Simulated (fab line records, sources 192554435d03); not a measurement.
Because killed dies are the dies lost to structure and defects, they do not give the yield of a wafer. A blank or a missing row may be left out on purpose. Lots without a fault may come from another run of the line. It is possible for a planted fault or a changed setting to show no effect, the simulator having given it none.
Code-filled problem report in 8D (eight disciplines) form | flow n5_finfet | the parts of the form that need people (team, actions taken, sign-off) are left out

## 1. THE ISSUE
Across 2 wafers from 2 lots, M1_ILD_THK at N5_BEOL_M1_THK_MEAS_01 averages 111.7 nm, while fault-free wafers read 78.7 nm with a standard deviation of 0.92. Relative to the usual mean, that is a shift of +36 standard deviations.
First observed at day 8 07:58: wafer L600.4, on film_metro-01. The record has a number at this step for 30 wafers belonging to 11 lots. By rule, "out" or "out of limits" means more than 4 standard deviations away from the usual mean. All remaining wafers that have a number are taken as sound.

## 2. WHAT IT IS, AND WHAT IT ISN'T
question                    | is                           | is not
which readings at this step | M1_ILD_THK                   | -
which lots                  | L600, L603                   | L592, L593, L595, L596, L608, L609, L611, L612, L615
which wafers of those lots  | L600.4, L603.3               | L600.1, L603.5
read on which gauges        | film_metro-01, film_metro-02 | -
when                        | from day 8 07:58             | up to then (13 sound wafers); but 15 sound wafers of L603, L608, L609, L611, L612, L615 came after

## 3. THE SUSPECTS, EACH WITH WHAT RULES IT OUT
Counting: if a tool at a process step up to the reading ran every lot that is out, it stays a suspect. Sound lots after the first of them don't rule it out here, since some wafers of a struck lot are sound.
- the gauge at N5_BEOL_M1_THK_MEAS_01 has been ruled out. Those wafers that are out were read across 2 gauges (film_metro-01, film_metro-02).
- pecvd-03 at N5_BEOL_M1_ILD_DEP_00 (deposits SiOC from DEMS/O2, target thk 79 nm, time 15.3 s): kept. It ran every lot that is out, first L600 (day 8 07:54); its last sound lot up to then is L596 (day 7 05:22).
- Within pecvd-03 at N5_BEOL_M1_ILD_DEP_00: the wafers that are out ran in chambers 0, 1; their sound lot-mates ran in chamber 2.
Left after counting: pecvd-03 at N5_BEOL_M1_ILD_DEP_00.

## 4. THE CAUSE (what the simulator had put in)
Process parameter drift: pecvd-03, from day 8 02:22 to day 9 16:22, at N5_BEOL_M1_ILD_DEP_00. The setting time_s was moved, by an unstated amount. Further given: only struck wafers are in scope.
After counting, this tool was the only one left.

## 5. THE EFFECT CHAIN, in route order
Rows list readings where the struck wafers' mean (over those with a number) sits beyond 3 standard deviations from the usual. Only readings for which the record gives a usual standard deviation are gone through. hours: the time from each lot's start at the first step in this table that gives one to its start at this step, as a median over the lots. sigmas: the change in usual standard deviations.
hours | step                    | reading              | usual   | on struck wafers | change | sigmas
0     | N5_BEOL_M1_THK_MEAS_01  | M1_ILD_THK           | 78.7 nm | 111.7            | +33.0  | +36
143   | N5_PASSIVATION_PROBE_49 | defect_limited_yield | 91.5 %  | 0.0              | -91.5  | -57
143   | N5_PASSIVATION_PROBE_49 | killed_at_M0_to_M3   | 33      | 1126             | +1092  | +99 or more
143   | N5_PASSIVATION_PROBE_49 | killed_dies          | 101     | 1180             | +1079  | +57
143   | N5_PASSIVATION_PROBE_49 | killed_on_rim        | 13      | 152              | +139   | +35
143   | N5_PASSIVATION_PROBE_49 | sort_bin_5_function  | 5.0 %   | 97.0             | +92.0  | +92
143   | N5_PASSIVATION_PROBE_49 | sort_n_pass          | 1079    | 0                | -1079  | -57
143   | N5_PASSIVATION_PROBE_49 | sort_yield_pct       | 91.5 %  | 0.0              | -91.5  | -57
Here are the process steps it includes:
- N5_PASSIVATION_PROBE_49

## 6. HOW IT WOULD HAVE BEEN CAUGHT EARLIER
In this record the first reading out of limits at a measuring or inspecting step was taken at day 8 07:58, 6 hours after the fault began at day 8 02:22.
An alarm limit of 4 standard deviations would not have fired on the tool readings at N5_BEOL_M1_ILD_DEP_00 for which the record gives a usual standard deviation, since none of them was out on any struck wafer.
Among the 2 lots that are out, L603 began N5_BEOL_M1_ILD_DEP_00 on pecvd-03 after day 8 07:58. It would have been spared by a hold on the tool at that moment.
